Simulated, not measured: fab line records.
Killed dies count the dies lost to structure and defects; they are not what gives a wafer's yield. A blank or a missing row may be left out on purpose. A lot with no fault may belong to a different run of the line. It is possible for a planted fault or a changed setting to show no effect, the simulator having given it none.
A struck lot beside a sound one -- flow nand_harc -- 13 steps out of a route of 1159
Sound: wafers L376.3, L376.4, L376.5. Wafers struck: L368.1, L368.4, L368.6. Last of all comes the cause.
At each step with rows: each side's tool, then ch and its chambers, then its first start. Under that, the readings that differ: sound wafers -- struck wafers -- difference of the means -- sigmas: that difference in standard deviations of wafers without a fault.
alike: words and numbers the same on both sides, and readings whose means are apart by under 2 such deviations; not compared: readings that were withheld, readings missing a value for some wafer, numbers with overlapping values and no deviation given by the record, and bounds like >300 which may hide the same value.
Wherever a step has rows on one side only, a row that says differs or no value, or a row with sigmas, the two part there. Non-overlapping numbers with no deviation appear without sigmas and do not part them. Lack of a reading on every wafer of one side parts them only where that side has two or more wafers.

NHARC_A_BLC_PVD_32: deposits Ti, target thk 5 nm, time 17.7 s.
  sound on pvd_sputter-03; struck on pvd_sputter-03
  alike: chamber_pressure_pa, throttle_valve_pct
NHARC_A_BLC_ALD_23: deposits TiN, target thk 3 nm, pulse time 1 s, ald cycles 150.
  sound on ald_metal-04 ch 0,3, day 21 17:06; struck on ald_metal-01 ch 0,2, day 19 06:07
  alike: heater_power_w, precursor_pulse_height_rel
NHARC_A_BLC_CVD_24: deposits W, target thk 150 nm, time 434 s.
  sound on cvd_w-02 ch 0,1, day 21 23:15; struck on cvd_w-01 ch 0,1
  alike: heater_power_w, throttle_valve_pct
NHARC_A_BLC_CMP_25: polishes, t overpolish 30 s, target thk 150 nm.
  sound on cmp-04 ch 2,3, day 21 23:38; struck on cmp-01 ch 1,2, day 19 12:25
  alike: motor_current_A, overpolish_run_s, retaining_ring_pressure_frac, time_to_endpoint_s
following that, these wafers have no rows for 1 step: NHARC_A_BLC_SRD_27.
NHARC_A_BLC_INSPECT_28:
  sound on defect_inspect-02 at day 22 00:02; struck on defect_inspect-02 at day 19 12:47
reading,sound,struck,difference,sigmas
raw_defect_count,434 290 276,377 596 722,+232,+2
then, 5 steps without rows for these wafers: NHARC_A_M0_DEP_00 (deposits SiOC, target thk 150 nm); NHARC_A_M0_DEHYDRATE_01 (time 120 s); NHARC_A_M0_HMDS_02 (time 30 s); NHARC_A_M0_COAT_33 (time 65 s); NHARC_A_M0_COAT_03 (resist thk 90 nm).
NHARC_A_M0_SOFTBAKE_04: time 55 s.
  sound on litho_track-06 ch 0, day 22 00:00; struck on litho_track-06 ch 0, day 19 13:00
reading,sound,struck,difference,sigmas
heater_power_total_W (W),188.61 188.33 188.44,196.03 196.08 195.96,+7.56,+50
  alike: resist_line_temp_C
following that, these wafers have no rows for 1 step: NHARC_A_M0_EBR_05.

== WHERE THEY PART ==
First at NHARC_A_BLC_INSPECT_28; last, within this record, at NHARC_A_M0_SOFTBAKE_04.

WHY: what the simulator had put in
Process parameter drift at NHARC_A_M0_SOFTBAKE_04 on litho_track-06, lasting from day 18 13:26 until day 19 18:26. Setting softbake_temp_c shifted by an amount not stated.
